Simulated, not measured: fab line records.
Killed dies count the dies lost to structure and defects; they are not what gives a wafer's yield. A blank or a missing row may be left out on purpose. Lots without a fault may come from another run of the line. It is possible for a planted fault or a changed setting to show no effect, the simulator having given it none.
Split-lot study || flow n5_finfet || on a route of 1938 steps: 7 lots, 21 wafers read

## THE SPLIT ITSELF
At N5_DUMMY_GATE_COAT_28 (time 60 s, resist thk 10 nm), the setting spin_rpm was moved away from the recipe's 1500 rpm on 6 of the 21 wafers read, by -7.7% to -4.2%. The other wafers ran this setting at the recipe's value.

The reading comes from the split's own step.

## THE READING
underlayer_of_DUMMY_GATE_COAT_28.thk_nm (the simulator's own value, which no gauge read), in nm, at N5_DUMMY_GATE_COAT_28 (time 60 s, resist thk 10 nm). There is no usual value for it anywhere in the file.

{"wafer": "L078.3", "tool, chamber at the split": "litho_track-01, 0", "spin_rpm as run, rpm": 1500, "against the recipe": "recipe", "underlayer_of_DUMMY_GATE_COAT_28.thk_nm, nm": 10, "against lot-mates on the recipe": "-"}
{"wafer": "L078.4", "tool, chamber at the split": "litho_track-01, 0", "spin_rpm as run, rpm": 1500, "against the recipe": "recipe", "underlayer_of_DUMMY_GATE_COAT_28.thk_nm, nm": 10, "against lot-mates on the recipe": "-"}
{"wafer": "L078.6", "tool, chamber at the split": "litho_track-01, 0", "spin_rpm as run, rpm": 1403, "against the recipe": "-6.5%", "underlayer_of_DUMMY_GATE_COAT_28.thk_nm, nm": 10.4, "against lot-mates on the recipe": "+0.4"}
{"wafer": "L079.1", "tool, chamber at the split": "litho_track-02, 0", "spin_rpm as run, rpm": 1437, "against the recipe": "-4.2%", "underlayer_of_DUMMY_GATE_COAT_28.thk_nm, nm": 10.2, "against lot-mates on the recipe": "+0.2"}
{"wafer": "L079.3", "tool, chamber at the split": "litho_track-02, 0", "spin_rpm as run, rpm": 1500, "against the recipe": "recipe", "underlayer_of_DUMMY_GATE_COAT_28.thk_nm, nm": 10, "against lot-mates on the recipe": "-"}
{"wafer": "L079.5", "tool, chamber at the split": "litho_track-02, 0", "spin_rpm as run, rpm": 1500, "against the recipe": "recipe", "underlayer_of_DUMMY_GATE_COAT_28.thk_nm, nm": 10, "against lot-mates on the recipe": "-"}
{"wafer": "L083.2", "tool, chamber at the split": "litho_track-01, 0", "spin_rpm as run, rpm": 1385, "against the recipe": "-7.7%", "underlayer_of_DUMMY_GATE_COAT_28.thk_nm, nm": 10.4, "against lot-mates on the recipe": "+0.4"}
{"wafer": "L083.5", "tool, chamber at the split": "litho_track-01, 0", "spin_rpm as run, rpm": 1500, "against the recipe": "recipe", "underlayer_of_DUMMY_GATE_COAT_28.thk_nm, nm": 10, "against lot-mates on the recipe": "-"}
{"wafer": "L083.6", "tool, chamber at the split": "litho_track-01, 0", "spin_rpm as run, rpm": 1500, "against the recipe": "recipe", "underlayer_of_DUMMY_GATE_COAT_28.thk_nm, nm": 10, "against lot-mates on the recipe": "-"}
{"wafer": "L084.2", "tool, chamber at the split": "litho_track-01, 0", "spin_rpm as run, rpm": 1500, "against the recipe": "recipe", "underlayer_of_DUMMY_GATE_COAT_28.thk_nm, nm": 10, "against lot-mates on the recipe": "-"}
{"wafer": "L084.3", "tool, chamber at the split": "litho_track-01, 0", "spin_rpm as run, rpm": 1500, "against the recipe": "recipe", "underlayer_of_DUMMY_GATE_COAT_28.thk_nm, nm": 10, "against lot-mates on the recipe": "-"}
{"wafer": "L084.4", "tool, chamber at the split": "litho_track-01, 0", "spin_rpm as run, rpm": 1500, "against the recipe": "recipe", "underlayer_of_DUMMY_GATE_COAT_28.thk_nm, nm": 10, "against lot-mates on the recipe": "-"}
{"wafer": "L085.1", "tool, chamber at the split": "litho_track-01, 0", "spin_rpm as run, rpm": 1500, "against the recipe": "recipe", "underlayer_of_DUMMY_GATE_COAT_28.thk_nm, nm": 10, "against lot-mates on the recipe": "-"}
{"wafer": "L085.5", "tool, chamber at the split": "litho_track-01, 0", "spin_rpm as run, rpm": 1500, "against the recipe": "recipe", "underlayer_of_DUMMY_GATE_COAT_28.thk_nm, nm": 10, "against lot-mates on the recipe": "-"}
{"wafer": "L085.6", "tool, chamber at the split": "litho_track-01, 0", "spin_rpm as run, rpm": 1500, "against the recipe": "recipe", "underlayer_of_DUMMY_GATE_COAT_28.thk_nm, nm": 10, "against lot-mates on the recipe": "-"}
{"wafer": "L087.1", "tool, chamber at the split": "litho_track-02, 0", "spin_rpm as run, rpm": 1500, "against the recipe": "recipe", "underlayer_of_DUMMY_GATE_COAT_28.thk_nm, nm": 10, "against lot-mates on the recipe": "-"}
{"wafer": "L087.2", "tool, chamber at the split": "litho_track-02, 0", "spin_rpm as run, rpm": 1500, "against the recipe": "recipe", "underlayer_of_DUMMY_GATE_COAT_28.thk_nm, nm": 10, "against lot-mates on the recipe": "-"}
{"wafer": "L087.3", "tool, chamber at the split": "litho_track-02, 0", "spin_rpm as run, rpm": 1400, "against the recipe": "-6.7%", "underlayer_of_DUMMY_GATE_COAT_28.thk_nm, nm": 10.4, "against lot-mates on the recipe": "+0.4"}
{"wafer": "L088.1", "tool, chamber at the split": "litho_track-04, 0", "spin_rpm as run, rpm": 1427, "against the recipe": "-4.9%", "underlayer_of_DUMMY_GATE_COAT_28.thk_nm, nm": 10.2, "against lot-mates on the recipe": "+0.2"}
{"wafer": "L088.3", "tool, chamber at the split": "litho_track-04, 0", "spin_rpm as run, rpm": 1500, "against the recipe": "recipe", "underlayer_of_DUMMY_GATE_COAT_28.thk_nm, nm": 10, "against lot-mates on the recipe": "-"}
{"wafer": "L088.5", "tool, chamber at the split": "litho_track-04, 0", "spin_rpm as run, rpm": 1427, "against the recipe": "-4.9%", "underlayer_of_DUMMY_GATE_COAT_28.thk_nm, nm": 10.4, "against lot-mates on the recipe": "+0.4"}

FIT RESULTS
A straight line over all 21 wafers: underlayer_of_DUMMY_GATE_COAT_28.thk_nm changes by -0.0575 nm for each +1% of spin_rpm; r = -0.98; the points scatter about the line by 0.036 nm.
The same after taking each lot's own level away (the mean of its wafers on the recipe; 21 wafers): -0.0575 nm for each +1%; r = -0.98; scatter 0.036 nm.
On that fit, the largest move of spin_rpm shifts the reading by 0.44 nm.
The lots' own levels span 10.00 to 10.00 nm.
So the lot-to-lot level changes the slope little: the two slopes agree.
Check: +0.457 nm against its lot-mates is what the line predicts for one of the wafers moved furthest among these (-7.7%) when that wafer is left out of the fit. Against them it came out at +0.4 nm.

## OTHER SPLITS APPLIED TO THESE WAFERS
Note: prior to the reading, these wafers also went through further splits. Each is held against what the fit with the lots' levels taken away leaves over:
{"other split on the same wafers": "N5_PMOS_HMC_CHANNEL_EPI_COAT_31 spin_rpm", "wafers away from the commonest value": 9, "r with underlayer_of_DUMMY_GATE_COAT_28.thk_nm (lot level and that fit taken away)": -0.24}
{"other split on the same wafers": "N5_FIN_SAQP_ETCH_65 time_s", "wafers away from the commonest value": 7, "r with underlayer_of_DUMMY_GATE_COAT_28.thk_nm (lot level and that fit taken away)": -0.04}
{"other split on the same wafers": "N5_FIN_CUT_COAT_02 spin_rpm", "wafers away from the commonest value": 5, "r with underlayer_of_DUMMY_GATE_COAT_28.thk_nm (lot level and that fit taken away)": -0.08}

## FILE'S OWN FIT
underlayer_of_DUMMY_GATE_COAT_28.thk_nm changes by -0.057 nm for each +1% of spin_rpm, r = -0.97.
